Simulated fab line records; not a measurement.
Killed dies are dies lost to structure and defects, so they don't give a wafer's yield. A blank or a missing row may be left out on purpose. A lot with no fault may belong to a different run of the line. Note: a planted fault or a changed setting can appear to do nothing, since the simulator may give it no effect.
Commonality check across tools | flow nand-harc | Lots sampled 3, wafers sampled 9

## REASON IT WAS OPENED
At NHARC_END_SORT_01 the reading killed-at-array is flagged on 3 of 3 lots. Fault-free wafers read 49, with a standard deviation of 18.
Rule: a lot is flagged in two cases, either no wafer of it has a number, or all its wafers with numbers fall more than 4 standard deviations from that mean. The other lots count as sound.

lot  | measured     | on        | killed-at-array, wafer by wafer | flag
L482 | day 29 07:04 | prober-02 | 673 673 670                     | FLAGGED
L483 | day 29 07:48 | prober-01 | 667 665 670                     | FLAGGED
L484 | day 29 21:17 | prober-01 | 671 673 668                     | FLAGGED
Average over the flagged lots: 670; offset from the usual +621, equal to +34 standard deviations.

## WHICH TOOL RAN EACH LOT
Before the reading, the record contains 4 process steps out of a 1302-step route. Every cell lists first the tool, next ch and the chambers used by the sampled wafers, and last the start.
lot  | flag    | NHARC_A_CHANNEL_HOLE_D2_ETCH_44    | NHARC_A_CHANNEL_FILL_D2_ETCHBACK_19 | NHARC_A_CHANNEL_FILL_D2_STRIP_28   | NHARC_A_CHANNEL_FILL_D2_STRIP_29
L482 | FLAGGED | rie-diel-06 ch 0,1,2, day 18 09:29 | rie-si-04 ch 1,3, day 19 14:10      | rie-diel-02 ch 1,2,3, day 19 14:22 | rie-diel-02 ch 1,3, day 29 07:04 or earlier
L483 | FLAGGED | rie-diel-06 ch 1,3, day 18 17:58   | rie-si-05 ch 0,2, day 19 18:44      | rie-diel-05 ch 0,2, day 19 18:56   | rie-diel-02 ch 0,3, day 29 07:48 or earlier
L484 | FLAGGED | rie-diel-01 ch 1,3, day 19 12:16   | rie-si-05 ch 0,1,2, day 20 13:37    | rie-diel-05 ch 1,3, day 20 13:49   | rie-diel-05 ch 1,2, day 29 21:17 or earlier
These steps, and what they do:
- NHARC_A_CHANNEL_HOLE_D2_ETCH_44: etches the open film in CF4/O2, target depth 140 nm, overetch 14 nm, time 77 s.
- NHARC_A_CHANNEL_FILL_D2_ETCHBACK_19: etches the open film in HBr/Cl2, target depth 5 nm, time 1.7 s.
- NHARC_A_CHANNEL_FILL_D2_STRIP_28: strips in O2, time 20 s.
- NHARC_A_CHANNEL_FILL_D2_STRIP_29: strips in O2, time 20 s.
- NHARC_END_SORT_01

## FLAGGED OVER TOTAL, TOOL BY TOOL (the gauges that took the reading come last)
step                                | tool        | lots run | flagged | share of the flagged lots | sound lots run after its first flagged lot
NHARC_A_CHANNEL_HOLE_D2_ETCH_44     | rie-diel-01 | 1        | 1       | some                      | 0
NHARC_A_CHANNEL_HOLE_D2_ETCH_44     | rie-diel-06 | 2        | 2       | some                      | 0
NHARC_A_CHANNEL_FILL_D2_ETCHBACK_19 | rie-si-04   | 1        | 1       | some                      | 0
NHARC_A_CHANNEL_FILL_D2_ETCHBACK_19 | rie-si-05   | 2        | 2       | some                      | 0
NHARC_A_CHANNEL_FILL_D2_STRIP_28    | rie-diel-02 | 1        | 1       | some                      | 0
NHARC_A_CHANNEL_FILL_D2_STRIP_28    | rie-diel-05 | 2        | 2       | some                      | 0
NHARC_A_CHANNEL_FILL_D2_STRIP_29    | rie-diel-02 | 2        | 2       | some                      | 0
NHARC_A_CHANNEL_FILL_D2_STRIP_29    | rie-diel-05 | 1        | 1       | some                      | 0
NHARC_END_SORT_01                   | prober-01   | 2        | 2       | some                      | 0
NHARC_END_SORT_01                   | prober-02   | 1        | 1       | some                      | 0
NHARC_A_CHANNEL_FILL_D2_STRIP_29: start missing for some lots; hours and lot order therefore follow NHARC_END_SORT_01.

## THE TABLE: WHAT IT ALLOWS
No row of the table ran every flagged lot.

## WHAT THE SIMULATOR PUT IN
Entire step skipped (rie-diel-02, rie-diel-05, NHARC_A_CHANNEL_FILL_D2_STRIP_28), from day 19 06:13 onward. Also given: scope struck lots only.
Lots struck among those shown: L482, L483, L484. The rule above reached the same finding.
